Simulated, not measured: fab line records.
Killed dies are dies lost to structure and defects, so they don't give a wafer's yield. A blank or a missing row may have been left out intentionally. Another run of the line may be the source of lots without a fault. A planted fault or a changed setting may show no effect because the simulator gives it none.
Split-lot experiment ; flow n5 finfet ; route with 1938 steps; 7 lots, 39 wafers read

## THE SPLIT
At N5_DUMMY_GATE_ETCH_32 (etches SiO2 in CF4, target depth 3.5 nm, time 3.9 s), the setting time s was moved away from the recipe's 3.9 s on 12 of the 39 wafers read, by -23.6% to -13.5%. This setting was run at the recipe's value on the other wafers.

The split's own step is where the reading is taken.

## THE READING
etch.depth nm (the simulator's own value, which no gauge read), in nm, at N5_DUMMY_GATE_ETCH_32 (etches SiO2 in CF4, target depth 3.5 nm, time 3.9 s). There is no usual value for it anywhere in the file. Average 3.493 nm, standard deviation 0.12 nm, over the 27 wafers here run with the recipe.

wafer;tool, chamber at the split;time s as run, s;against the recipe;etch.depth nm, nm;against lot-mates on the recipe
L074.1;rie si-06, 3;3.9;recipe;3.586;-
L074.2;rie si-06, 0;2.998;-23.1%;2.54;-0.946
L074.3;rie si-06, 2;3.9;recipe;3.562;-
L074.4;rie si-06, 1;2.998;-23.1%;2.677;-0.809
L074.5;rie si-06, 3;2.998;-23.1%;2.75;-0.736
L074.6;rie si-06, 0;3.9;recipe;3.311;-
L075.1;rie si-04, 2;3.9;recipe;3.796;-
L075.2;rie si-04, 0;3.9;recipe;3.452;-
L075.3;rie si-04, 3;3.9;recipe;3.362;-
L076.1;rie si-06, 1;3.9;recipe;3.473;-
L076.2;rie si-06, 3;3.9;recipe;3.589;-
L076.3;rie si-06, 2;3.9;recipe;3.577;-
L076.4;rie si-06, 0;3.9;recipe;3.276;-
L076.5;rie si-06, 0;3.9;recipe;3.281;-
L076.6;rie si-06, 1;3.9;recipe;3.501;-
L078.1;rie si-06, 2;2.979;-23.6%;2.725;-0.798
L078.2;rie si-06, 1;3.9;recipe;3.452;-
L078.3;rie si-06, 0;2.979;-23.6%;2.507;-1.016
L078.6;rie si-06, 0;2.979;-23.6%;2.507;-1.016
L078.4;rie si-06, 3;3.9;recipe;3.56;-
L078.5;rie si-06, 3;3.9;recipe;3.556;-
L085.1;rie si-04, 2;3.369;-13.6%;3.238;-0.150
L085.2;rie si-04, 1;3.9;recipe;3.393;-
L085.3;rie si-04, 3;3.9;recipe;3.339;-
L085.4;rie si-04, 0;3.9;recipe;3.433;-
L085.5;rie si-04, 2;3.369;-13.6%;3.248;-0.140
L085.6;rie si-04, 3;3.369;-13.6%;2.896;-0.492
L092.1;rie si-05, 1;3.9;recipe;3.455;-
L092.5;rie si-05, 1;3.9;recipe;3.455;-
L092.2;rie si-05, 2;3.9;recipe;3.656;-
L092.3;rie si-05, 3;3.9;recipe;3.44;-
L092.4;rie si-05, 0;3.9;recipe;3.527;-
L092.6;rie si-05, 0;3.9;recipe;3.518;-
L095.1;rie si-05, 0;3.9;recipe;3.587;-
L095.2;rie si-05, 3;3.375;-13.5%;3.034;-0.552
L095.3;rie si-05, 1;3.9;recipe;3.474;-
L095.4;rie si-05, 2;3.375;-13.5%;3.195;-0.391
L095.5;rie si-05, 3;3.375;-13.5%;3.042;-0.544
L095.6;rie si-05, 2;3.9;recipe;3.698;-

FIT RESULTS
A straight line over all 39 wafers: etch.depth nm changes by +0.0356 nm for each +1% of time s; r = +0.93; the points scatter about the line by 0.13 nm.
The same after taking each lot's own level away (the mean of its wafers on the recipe; 39 wafers): +0.0359 nm for each +1%; r = +0.93; scatter 0.13 nm.
According to that fit, moving time s by its largest amount changes the reading by 0.85 nm.
The span of the lots' own levels, 3.3883 to 3.5863 nm, comes to 1.6 times the standard deviation stated above.
Consequently the slope shifts little with the lot-to-lot level, the two slopes agreeing.
Check: for one of the wafers moved furthest among these (-23.6%), held out of the fit, the line's prediction against its lot-mates is -0.845 nm. It came out at -0.798 nm against them.

## THE OTHER SPLITS THESE WAFERS WENT THROUGH
Before the reading, these wafers also passed through other splits. Each is held against what the fit with the lots' levels taken away leaves over:
other split on the same wafers;wafers away from the commonest value;r with etch.depth nm (lot level and that fit taken away)
N5_WELL_APT_EPI_41 time s;12;-0.13
N5_STI_FIN_REVEAL_ETCHBACK_08 target depth a;15;+0.17

## THE FILE'S OWN FIT
etch.depth nm changes by +0.0354 nm for each +1% of time s, r = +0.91.
